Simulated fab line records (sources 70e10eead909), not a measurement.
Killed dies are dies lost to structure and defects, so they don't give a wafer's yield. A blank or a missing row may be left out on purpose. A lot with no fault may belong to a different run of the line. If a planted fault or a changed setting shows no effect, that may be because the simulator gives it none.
What tool caused it?	flow nand harc	24 lots with 72 wafers sampled at 6 steps, on a route of 1159 steps

WHAT THE GAUGES READ, wafer by wafer
NHARC_A_CONTACT_CD_MEAS_15.
lot	measured	on	cd nm (nm)
L074	day 16 19:38	cd sem-02	89.7 89.8 89.8
L077	day 17 09:16	cd sem-03	90.9 91.0 90.4
L075	day 17 09:28	cd sem-01	90.3 90.3 90.0
L079	day 17 11:19	cd sem-02	89.8 90.2 90.5
L078	day 17 12:13	cd sem-01	90.0 90.0 89.2
L076	day 17 14:22	cd sem-01	89.6 90.0 89.8
L080	day 18 17:08	cd sem-01	90.0 89.9 89.9
L082	day 19 03:56	cd sem-02	89.8 90.5 90.2
L081	day 19 07:09	cd sem-01	90.2 89.8 90.7
L083	day 19 12:07	cd sem-03	91.2 90.8 90.8
L086	day 19 17:26	cd sem-03	90.2 89.9 90.6
L084	day 19 19:04	cd sem-01	89.7 89.7 90.0
L085	day 19 23:07	cd sem-03	89.8 89.9 90.0
L089	day 21 00:31	cd sem-02	89.1 89.4 89.1
L087	day 21 01:35	cd sem-03	89.8 90.1 90.1
L091	day 21 04:39	cd sem-02	90.0 90.4 90.1
L090	day 21 08:03	cd sem-03	90.6 90.9 90.4
L088	day 21 11:36	cd sem-01	90.1 89.8 89.4
L093	day 21 17:16	cd sem-01	90.2 89.6 89.9
L095	day 21 16:41	cd sem-01	90.6 90.0 90.6
L094	day 21 20:59	cd sem-03	89.3 89.8 89.0
L092	day 22 09:40	cd sem-02	89.4 89.4 89.3
L097	day 22 13:59	cd sem-02	90.3 90.3 90.4
L096	day 22 17:20	cd sem-01	90.3 90.0 89.9

NHARC_A_M0_THK_MEAS_24: measures by xrf.
lot	measured	on	thk nm (nm)
L074	day 17 11:47	film metro-02	113.0 114.4 114.6
L077	day 17 21:41	film metro-01	113.4 115.5 112.4
L075	day 17 22:53	film metro-02	108.9 111.1 114.3
L079	day 18 00:14	film metro-02	114.5 116.0 114.2
L078	day 18 03:31	film metro-02	114.2 115.9 114.7
L076	day 18 05:03	film metro-02	111.8 113.4 114.7
L080	day 19 03:56	film metro-01	114.3 114.0 113.1
L082	day 19 13:43	film metro-01	113.5 113.0 113.5
L081	day 19 16:37	film metro-01	114.6 114.8 114.5
L083	day 20 02:45	film metro-02	116.8 116.9 115.6
L086	day 20 09:38	film metro-02	112.9 114.2 113.0
L084	day 20 12:45	film metro-01	115.6 115.3 115.1
L085	day 20 13:11	film metro-02	112.7 113.6 114.0
L089	day 21 15:04	film metro-01	115.6 113.4 114.3
L087	day 21 15:30	film metro-01	115.4 112.8 113.2
L091	day 21 17:02	film metro-02	113.6 112.4 112.9
L090	day 21 21:49	film metro-01	115.4 116.1 114.8
L088	day 21 22:13	film metro-01	115.6 115.5 116.8
L093	day 22 07:57	film metro-01	114.7 114.4 113.8
L095	day 22 07:32	film metro-02	114.9 114.2 111.9
L094	day 22 08:24	film metro-01	111.8 111.6 114.0
L092	day 22 19:13	film metro-01	115.2 111.9 113.9
L097	day 23 01:01	film metro-02	116.3 112.7 112.8
L096	day 23 10:08	film metro-02	112.7 115.3 114.7

WHAT TOOL EACH LOT RAN ON (gives the tool, then ch and the chambers of the sampled wafers, and finally the start)
lot	NHARC_A_CONTACT_ETCH_130	NHARC_A_CONTACT_ETCH_138	NHARC_A_CONTACT_CVD_19	NHARC_A_M0_STRIP_18
L074	har cap etch-01 ch 0,1, day 16 12:03	har cap etch-02 ch 0,1, day 16 18:54	cvd w-01 ch 0,1, day 17 09:49 or earlier	rie diel-04 ch 0,1,2, day 17 09:49
L077	har cap etch-01 ch 0,1, day 17 01:16	har cap etch-03 ch 0,1, day 17 08:31	cvd w-02 ch 0,1, day 17 19:41 or earlier	rie diel-04 ch 0,3, day 17 19:41
L075	har cap etch-02 ch 0,1, day 17 01:52	har cap etch-01 ch 0,1, day 17 08:41	cvd w-01 ch 0,1, day 17 20:46 or earlier	rie diel-11 ch 0,2,3, day 17 20:46
L079	har cap etch-03 ch 0,1, day 17 04:49	har cap etch-02 ch 0,1, day 17 10:34	cvd w-02 ch 0,1, day 17 22:16 or earlier	rie diel-04 ch 1,2,3, day 17 22:16
L078	har cap etch-01 ch 0,1, day 17 05:28	har cap etch-03 ch 0,1, day 17 11:28	cvd w-02 ch 0,1, day 18 01:32 or earlier	rie diel-11 ch 1,2,3, day 18 01:32
L076	har cap etch-02 ch 0, day 17 07:46	har cap etch-01 ch 0,1, day 17 13:37	cvd w-01 ch 0,1, day 18 03:07 or earlier	rie diel-11 ch 1,2, day 18 03:07
L080	har cap etch-03 ch 0,1, day 18 09:46	har cap etch-01 ch 0,1, day 18 16:22	cvd w-01 ch 0,1, day 19 01:43 or earlier	rie diel-11 ch 0,3, day 19 01:43
L082	har cap etch-02 ch 0,1, day 18 18:35	har cap etch-03 ch 1, day 19 03:13	cvd w-02 ch 0, day 19 11:35 or earlier	rie diel-07 ch 0,2, day 19 11:35
L081	har cap etch-01 ch 0,1, day 18 21:32	har cap etch-02 ch 0,1, day 19 06:25	cvd w-01 ch 0,1, day 19 14:41 or earlier	rie diel-07 ch 0,1, day 19 14:41
L083	har cap etch-01 ch 0,1, day 19 01:49	har cap etch-01 ch 0,1, day 19 11:21	cvd w-01 ch 0,1, day 20 00:43 or earlier	rie diel-11 ch 0,1,3, day 20 00:43
L086	har cap etch-03 ch 0,1, day 19 10:42	har cap etch-01 ch 0,1, day 19 16:43	cvd w-01 ch 0,1, day 20 07:44 or earlier	rie diel-04 ch 0,1,2, day 20 07:44
L084	har cap etch-02 ch 1, day 19 11:41	har cap etch-02 ch 0,1, day 19 18:20	cvd w-01 ch 0,1, day 20 10:48 or earlier	rie diel-07 ch 0,3, day 20 10:48
L085	har cap etch-03 ch 0,1, day 19 14:21	har cap etch-03 ch 0,1, day 19 22:22	cvd w-01 ch 1, day 20 11:16 or earlier	rie diel-11 ch 0,1, day 20 11:16
L089	har cap etch-02 ch 0,1, day 20 14:53	har cap etch-03 ch 0,1, day 20 23:37	cvd w-02 ch 0,1, day 21 13:08 or earlier	rie diel-04 ch 1,2, day 21 13:08
L087	har cap etch-03 ch 0,1, day 20 15:05	har cap etch-01 ch 0, day 21 00:48	cvd w-02 ch 1, day 21 13:35 or earlier	rie diel-07 ch 0,1, day 21 13:35
L091	har cap etch-02 ch 0,1, day 20 18:32	har cap etch-01 ch 0,1, day 21 03:53	cvd w-01 ch 0,1, day 21 15:08 or earlier	rie diel-11 ch 0,2,3, day 21 15:08
L090	har cap etch-03 ch 0,1, day 20 20:17	har cap etch-01 ch 0,1, day 21 07:07	cvd w-01 ch 0,1, day 21 19:53 or earlier	rie diel-04 ch 0,3, day 21 19:53
L088	har cap etch-02 ch 0,1, day 21 01:33	har cap etch-02 ch 0,1, day 21 10:53	cvd w-01 ch 0,1, day 21 20:19 or earlier	rie diel-11 ch 0,2,3, day 21 20:19
L093	har cap etch-02 ch 0,1, day 21 06:34	har cap etch-02 ch 0,1, day 21 16:25	cvd w-02 ch 0,1, day 22 06:01 or earlier	rie diel-07 ch 0,1,2, day 22 06:01
L095	har cap etch-03 ch 0,1, day 21 08:44	har cap etch-03 ch 0,1, day 21 15:58	cvd w-01 ch 0,1, day 22 05:29 or earlier	rie diel-07 ch 0,2,3, day 22 05:29
L094	har cap etch-01 ch 0,1, day 21 14:22	har cap etch-03 ch 0,1, day 21 20:14	cvd w-01 ch 0,1, day 22 06:29 or earlier	rie diel-07 ch 0,2,3, day 22 06:29
L092	har cap etch-03 ch 0,1, day 22 02:10	har cap etch-01 ch 0,1, day 22 08:56	cvd w-02 ch 0,1, day 22 17:13 or earlier	rie diel-07 ch 1,2, day 22 17:13
L097	har cap etch-03 ch 0,1, day 22 07:25	har cap etch-02 ch 0,1, day 22 13:16	cvd w-02 ch 0,1, day 22 23:01 or earlier	rie diel-04 ch 2,3, day 22 23:01
L096	har cap etch-02 ch 0,1, day 22 09:21	har cap etch-03 ch 0,1, day 22 16:04	cvd w-02 ch 0,1, day 23 08:13 or earlier	rie diel-04 ch 0,1, day 23 08:13
- NHARC_A_CONTACT_ETCH_130: etches the open film in C4F8/O2/Ar, time 155 s, target depth 956 nm.
- NHARC_A_CONTACT_ETCH_138: etches the open film in C4F8/O2/Ar, time 132 s, target depth 1289 nm.
- NHARC_A_CONTACT_CVD_19: deposits W, target thk 300 nm, time 802 s.
- NHARC_A_M0_STRIP_18: strips in N2/H2.

AS READ BY THE TOOLS THEMSELVES (means over the sampled wafers that have a number; for cases with no such wafer, the mark the record gives instead)
NHARC_A_CONTACT_CVD_19.
lot	tool	heater power w (W)	throttle valve pct (%)
L074	cvd w-01	487	7.81
L077	cvd w-02	496	7.90
L075	cvd w-01	483	7.64
L079	cvd w-02	467	7.87
L078	cvd w-02	470	7.81
L076	cvd w-01	488	7.80
L080	cvd w-01	474	7.75
L082	cvd w-02	450	7.65
L081	cvd w-01	491	7.87
L083	cvd w-01	486	7.70
L086	cvd w-01	492	7.71
L084	cvd w-01	479	7.71
L085	cvd w-01	494	8.01
L089	cvd w-02	476	7.89
L087	cvd w-02	509	8.22
L091	cvd w-01	494	7.90
L090	cvd w-01	488	7.93
L088	cvd w-01	485	7.92
L093	cvd w-02	481	7.98
L095	cvd w-01	495	8.07
L094	cvd w-01	486	7.80
L092	cvd w-02	476	7.87
L097	cvd w-02	483	7.96
L096	cvd w-02	476	7.95

NHARC_A_M0_STRIP_18.
lot	tool	drypump motor current A (A)	n2 flow sccm (sccm)	oes product au (a.u.)	power w (W)	rf vpp V (V)	showerhead plenum p Torr (Torr)	throttle valve pct (%)
L074	rie diel-04	5.8	149.9	0.992	1001.2	91.4	2.12	14.169
L077	rie diel-04	6.0	149.7	0.995	1002.0	90.6	2.12	14.170
L075	rie diel-11	5.7	149.8	1.000	1003.5	90.4	1.95	14.169
L079	rie diel-04	6.0	149.5	0.999	1000.3	90.5	2.04	14.176
L078	rie diel-11	5.2	150.1	1.000	1002.6	90.5	1.92	14.176
L076	rie diel-11	5.7	149.8	0.997	999.8	90.4	1.92	14.167
L080	rie diel-11	5.6	149.7	0.995	1000.3	90.2	1.99	14.166
L082	rie diel-07	5.9	149.9	1.003	996.7	90.3	1.96	14.167
L081	rie diel-07	5.5	149.8	0.999	1000.7	91.0	1.96	14.166
L083	rie diel-11	5.2	150.1	0.991	1001.2	89.6	1.96	14.179
L086	rie diel-04	5.8	150.2	0.997	1001.4	91.4	2.11	14.172
L084	rie diel-07	5.7	150.3	1.000	996.4	90.5	2.02	14.171
L085	rie diel-11	5.6	150.0	0.999	996.0	90.5	2.00	14.176
L089	rie diel-04	5.7	150.1	0.988	999.4	89.9	2.09	14.181
L087	rie diel-07	5.7	150.1	0.997	1001.6	90.5	1.95	14.177
L091	rie diel-11	5.7	150.3	0.991	1001.3	89.3	1.95	14.164
L090	rie diel-04	6.0	150.2	0.998	998.9	90.6	2.11	14.178
L088	rie diel-11	5.7	150.2	0.993	999.8	90.5	1.95	14.173
L093	rie diel-07	5.6	150.2	1.004	1000.3	90.6	1.97	14.175
L095	rie diel-07	5.6	149.9	0.994	1000.0	90.8	2.04	14.168
L094	rie diel-07	5.6	150.2	0.999	1001.5	90.4	2.04	14.172
L092	rie diel-07	5.4	150.1	0.997	997.9	90.2	1.98	14.161
L097	rie diel-04	6.4	149.8	0.998	997.6	89.7	1.98	14.165
L096	rie diel-04	5.4	150.2	1.005	1000.5	90.3	2.15	14.169

THE ANSWER, worked out from the rows above alone
Rule: the lots themselves supply what counts as usual. The widest of any qualifying gaps counts: lots, ordered by their means at a reading, are off when they make up no more than a third of the lots, leave a main group of 4 or more, and stand apart from it by 3 or more times the standard deviation of that group's means. The tables above print the reading to a certain number of digits; a main group whose means all agree to those digits is not used. A lot without any number at a reading at which 4 lots or more have one is off too. Any other lot the step has rows for is counted as sound. Order of review: gauges by route order, followed by the tools' own readings, for which a lot's mean as printed above is used. The first step at which some lot is off is used, and at that step the reading that is off furthest; a lot without a number counts as furthest.
None of the lots is off at any reading shown; this tells nothing.

WHAT THE SIMULATOR HAD PUT IN
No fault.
